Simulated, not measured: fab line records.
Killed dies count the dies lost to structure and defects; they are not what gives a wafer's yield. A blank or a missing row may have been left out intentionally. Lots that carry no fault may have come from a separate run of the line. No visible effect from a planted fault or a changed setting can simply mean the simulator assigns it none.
Split-lot experiment	flow n5 finfet	on a route of 1938 steps: 7 lots, 21 wafers read

## THE SPLIT ITSELF
At N5_BEOL_M9_ETCH_66 (etches SOC in N2/H2, target depth 80 nm, overetch 16 nm, time 120 s), the setting time s was moved away from the recipe's 120 s on 10 of the 21 wafers read, by -12.7% to +12.2%. For the rest of the wafers, this setting stayed at what the recipe calls for.

The reading comes from the split's own step.

## THE READING
SiARC_of_BEOL_M9_COAT_64.thk nm (the simulator's own value, which no gauge read), in nm, at N5_BEOL_M9_ETCH_66 (etches SOC in N2/H2, target depth 80 nm, overetch 16 nm, time 120 s). No usual value for it is given in the file. The 11 wafers here that ran the recipe average 6.5 nm, standard deviation 0.19 nm.

wafer	tool, chamber at the split	time s as run, s	against the recipe	SiARC_of_BEOL_M9_COAT_64.thk nm, nm	against lot-mates on the recipe
L077.1	rie diel-03, 0,2	120	recipe	6.4	-
L077.6	rie diel-03, 0,2	120	recipe	6.4	-
L077.4	rie diel-03, 1	113.2	-5.7%	7	+0.6
L079.3	rie diel-03, 0,2	120	recipe	6.6	-
L079.6	rie diel-03, 0,2	120	recipe	6.6	-
L079.5	rie diel-03, 1	120	recipe	6.8	-
L080.2	rie diel-03, 1	120	recipe	6.8	-
L080.3	rie diel-03, 3	120	recipe	6.4	-
L080.4	rie diel-03, 2	134.4	+12.0%	5.8	-0.8
L083.3	rie diel-03, 1,3	113.2	-5.7%	7	no lot-mate on the recipe
L083.5	rie diel-03, 1,3	113.2	-5.7%	7	no lot-mate on the recipe
L083.4	rie diel-03, 0	113.2	-5.7%	6.8	no lot-mate on the recipe
L085.1	rie diel-03, 2	104.7	-12.7%	7.2	+0.4
L085.5	rie diel-03, 2	104.7	-12.7%	7.2	+0.4
L085.6	rie diel-03, 1	120	recipe	6.8	-
L088.1	rie diel-06, 2	120	recipe	6.4	-
L088.5	rie diel-06, 2	134.7	+12.2%	5.8	-0.5
L088.6	rie diel-06, 3	120	recipe	6.2	-
L090.1	rie diel-03, 1	132.6	+10.5%	6.2	-0.4
L090.3	rie diel-03, 3	120	recipe	6.6	-
L090.4	rie diel-03, 2	132.6	+10.5%	6	-0.6
If several chambers appear in one row, that row covers several wafers at once and the file leaves open which wafer was in which chamber.

THE FIT
A straight line over all 21 wafers: SiARC_of_BEOL_M9_COAT_64.thk nm changes by -0.055 nm for each +1% of time s; r = -0.92; the points scatter about the line by 0.17 nm.
The same after taking each lot's own level away (the mean of its wafers on the recipe; 18 wafers): -0.0454 nm for each +1%; r = -0.90; scatter 0.16 nm.
That fit puts the effect of the largest move of time s on the reading at 0.58 nm.
The lots' own levels span 6.30 to 6.80 nm, that is 2.6 times the standard deviation above.
So the lot-to-lot level changes the slope: the two fits differ.
Check: with one of the wafers moved furthest among these (-12.7%) left out of the fit, the line predicts +0.626 nm for it against its lot-mates. Against them it came out at +0.4 nm.

## FURTHER SPLITS ON THESE WAFERS
Note: prior to the reading, these wafers also went through further splits. Each is held against what the fit with the lots' levels taken away leaves over:
other split on the same wafers	wafers away from the commonest value	r with SiARC_of_BEOL_M9_COAT_64.thk nm (lot level and that fit taken away)
N5_BEOL_M8_ETCH_72 h2 flow sccm	7	+0.06
N5_BEOL_M9_EXPOSE_25 dose mj	4	+0.24

## THE FILE'S OWN FIT
SiARC_of_BEOL_M9_COAT_64.thk nm changes by -0.0492 nm for each +1% of time s, r = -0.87.
